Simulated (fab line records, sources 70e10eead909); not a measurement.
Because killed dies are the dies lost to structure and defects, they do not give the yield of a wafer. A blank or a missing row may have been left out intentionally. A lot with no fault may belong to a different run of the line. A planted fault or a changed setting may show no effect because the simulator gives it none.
Struck lot and sound lot, side by side | flow nandHarc | 25 steps out of a route of 1302
Sound: wafers L491.4, L491.5, L491.6. Struck: wafer L502.6. At the end, the cause is stated.
Each step with rows lists, per side, the tool, then ch with its chambers, then its first start. Under that, the readings that differ: sound wafers | struck wafers | difference of the means | sigmas: that difference in standard deviations of wafers without a fault.
alike: readings whose means differ by less than 2 such deviations, and words and numbers that are the same on both sides. not compared: withheld readings, readings that some wafer has no value for, bounds like >300 that may hide the same value, and numbers for which the record gives no deviation and whose values overlap.
A row with sigmas, a row that says differs or no value, or rows on one side alone: a step with any of these is where the two part. Non-overlapping numbers with no deviation appear without sigmas and do not part them. A reading that every wafer of one side lacks parts them only if that side has two wafers or more.

first, 4 steps without rows for these wafers: NHARC_A_STAIRCASE_DEP_417 (deposits Si3N4, target thk 60 nm); NHARC_A_STAIRCASE_WET_418 (chemistry H3PO4, target depth 20 nm); NHARC_A_STAIRCASE_PRECLEAN_419 (cleans in SC1); NHARC_A_STAIRCASE_SRD_421.
NHARC_A_STAIRCASE_ALD_420: deposits SiO2, target thk 20 nm, pulse time 6 s, ald cycles 200.
  sound on aldHk-04 ch 0,1,3, day 18 01:14; struck on aldHk-01 ch 2, day 23 15:34
reading                 | sound             | struck | difference | sigmas
precursorPulseHeightRel | 0.985 0.968 1.012 | 1.023  | +0.035     | +2
  alike: heaterPowerW
then, 1 step without rows for these wafers: NHARC_A_STAIRCASE_CVD_552 (deposits SiNx, target thk 40 nm).
NHARC_A_STAIRCASE_DEP_151: deposits SiO2, target thk 7200 nm.
  sound on pecvd-01 ch 0,1,2, day 18 07:31; struck on pecvd-02 ch 0, day 24 01:23
  alike: heaterPowerW, mfcPrecursorSccm
then, 3 steps without rows for these wafers: NHARC_A_STAIRCASE_ANNEAL_320 (time 1800 s); NHARC_A_STAIRCASE_DEP_322 (deposits SiO2, target thk 7200 nm); NHARC_A_STAIRCASE_ANNEAL_323 (time 1800 s).
NHARC_A_STAIRCASE_DEP_325: deposits SiO2, target thk 7200 nm.
  sound on pecvd-02 ch 0,1,2, day 18 23:03; struck on pecvd-02 ch 1, day 24 18:49
reading                 | sound             | struck | difference | sigmas
mfcPrecursorSccm (sccm) | 200.1 199.5 199.9 | 282.0  | +82.2      | +99 or more
  alike: heaterPowerW
then, 10 steps without rows for these wafers: NHARC_A_STAIRCASE_ANNEAL_326 (time 1800 s); NHARC_A_STAIRCASE_DEHYDRATE_433 (time 120 s); NHARC_A_STAIRCASE_HMDS_434 (time 30 s); NHARC_A_STAIRCASE_COAT_435; NHARC_A_STAIRCASE_SOFTBAKE_436 (time 170 s); NHARC_A_STAIRCASE_EBR_437; NHARC_A_STAIRCASE_EXPOSE_438 (exposes mask STAIR REV); NHARC_A_STAIRCASE_PEB_439 (peb time 130 s); NHARC_A_STAIRCASE_DEVELOP_440 (time 140 s); NHARC_A_STAIRCASE_HARDBAKE_442 (time 140 s).
NHARC_A_STAIRCASE_DESCUM_443: chemistry O2, time 3 s.
  sound on rieDiel-08 ch 1,2,3, day 19 08:05; struck on rieDiel-08 ch 1, day 25 03:26
  alike: drypumpMotorCurrentA, oesProductAu, rfVppV, showerheadPlenumPTorr, throttleValvePct
  not compared: rfHoursCounterH
NHARC_A_STAIRCASE_ETCH_444: etches the open film in C4F8/O2, target depth 20400 nm, time 6800 s.
  sound on rieDiel-08 ch 0,1, day 19 10:56; struck on rieDiel-08 ch 3, day 25 05:23
  alike: biasW, oesProductAu, rfVppV
  not compared: rfHoursCounterH
NHARC_A_STAIRCASE_STRIP_446: strips in O2.
  sound on plasmaAsher-02 ch 0,1, day 19 15:23; struck on plasmaAsher-02 ch 0, day 25 11:23
reading | sound | struck                  | difference                   | sigmas
hold    | - - - | awaitDispo/3.1h/release | no value on the sound wafers | 
  alike: drypumpMotorCurrentA, heaterPowerW
  not compared: rfHoursCounterH
-- break in the record here, with 6 days between the starts of the struck wafers on either side (left off in module A_STAIRCASE, picked up again in module END, where the first step shown is number 1302 on the route) --
NHARC_END_SORT_01:
  sound on prober-02 ch 0, day 24 22:51; struck on prober-02 ch 0, day 31 17:31
reading           | sound | struck | difference | sigmas
killedAtPeriphery | 2 2 2 | 7      | +5         | +2
  alike: killedAtArray, killedAtOther, killedDies, killedOpen, killedShort

== WHERE THEY PART ==
Last at NHARC_END_SORT_01 as far as this record goes, first at NHARC_A_STAIRCASE_ALD_420.

WHY: what had been put in by the simulator
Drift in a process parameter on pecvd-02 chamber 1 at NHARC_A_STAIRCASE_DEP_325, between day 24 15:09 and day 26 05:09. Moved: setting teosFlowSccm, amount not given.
